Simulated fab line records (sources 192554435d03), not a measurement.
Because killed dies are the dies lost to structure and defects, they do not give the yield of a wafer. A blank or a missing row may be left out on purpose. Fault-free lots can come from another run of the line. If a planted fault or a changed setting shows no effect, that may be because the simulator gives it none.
Matching of chambers	flow n5 finfet	rie diel-05 running N5_BEOL_M11_DESCUM_33: 4 sister chambers
The step chemistry O2, time 7.9 s. 16 wafers are shown with their chamber, then 8 later ones without.

## WAFERS WITH THEIR CHAMBER
wafer	chamber	showerhead plenum p Torr (Torr)	drypump motor current A (A)	throttle valve pct (%)
L074.1	0	2.06	5.80	20.88
L074.4	3	2.00	6.00	20.62
L074.6	0	2.06	5.80	20.88
L075.1	2	2.22	5.82	20.64
L075.2	3	2.00	6.00	20.59
L075.4	3	2.00	5.99	20.62
L082.1	1	2.06	5.67	20.18
L082.4	0	2.06	5.81	20.52
L082.6	3	2.00	5.98	20.62
L085.2	2	2.22	5.79	20.67
L085.3	3	1.99	6.00	20.64
L085.6	0	2.06	5.82	20.54
L086.3	0	2.05	5.81	20.55
L086.4	3	1.99	5.98	20.65
L086.6	3	1.99	5.98	20.63
L090.2	0	2.05	5.81	20.54

SIGNATURES (means of the wafers above)
reading	chamber 0	chamber 1	chamber 2	chamber 3	scatter within a chamber
showerhead plenum p Torr	2.0567	2.0600	2.2200	1.9957	0.00504
drypump motor current A	5.8083	5.6700	5.8050	5.9900	0.0105
throttle valve pct	20.6517	20.1800	20.6550	20.6243	0.115
Rule: distance of a wafer from a chamber = root of the sum over the readings of ((wafer's reading minus chamber's mean) / reading's scatter) squared. The wafer belongs to the nearest chamber; if the next one is less than 2 further off, it can't be placed. How the scatter is found: for the shown wafers, subtract from each reading the mean of its chamber, square and add these, divide the total by (wafers less chambers), then take the root.

## WAFERS WITH NO CHAMBER GIVEN
wafer	showerhead plenum p Torr (Torr)	drypump motor current A (A)	throttle valve pct (%)
L090.5	2.06	5.67	20.20
L090.6	2.05	5.83	20.54
L091.1	2.21	5.81	20.69
L091.4	2.06	5.68	20.21
L091.5	1.99	6.00	20.64
L092.1	2.06	5.68	20.21
L092.2	2.21	5.82	20.69
L092.5	2.06	5.67	20.21

## THE CHAMBER EACH PASSED THROUGH
wafer	from the rows above	in truth
L090.5	1	1
L090.6	0	0
L091.1	2	2
L091.4	1	1
L091.5	3	3
L092.1	1	1
L092.2	2	2
L092.5	1	1
Correctly placed: 8 of 8. Number that these rows cannot place: 0. Number placed wrongly: 0.
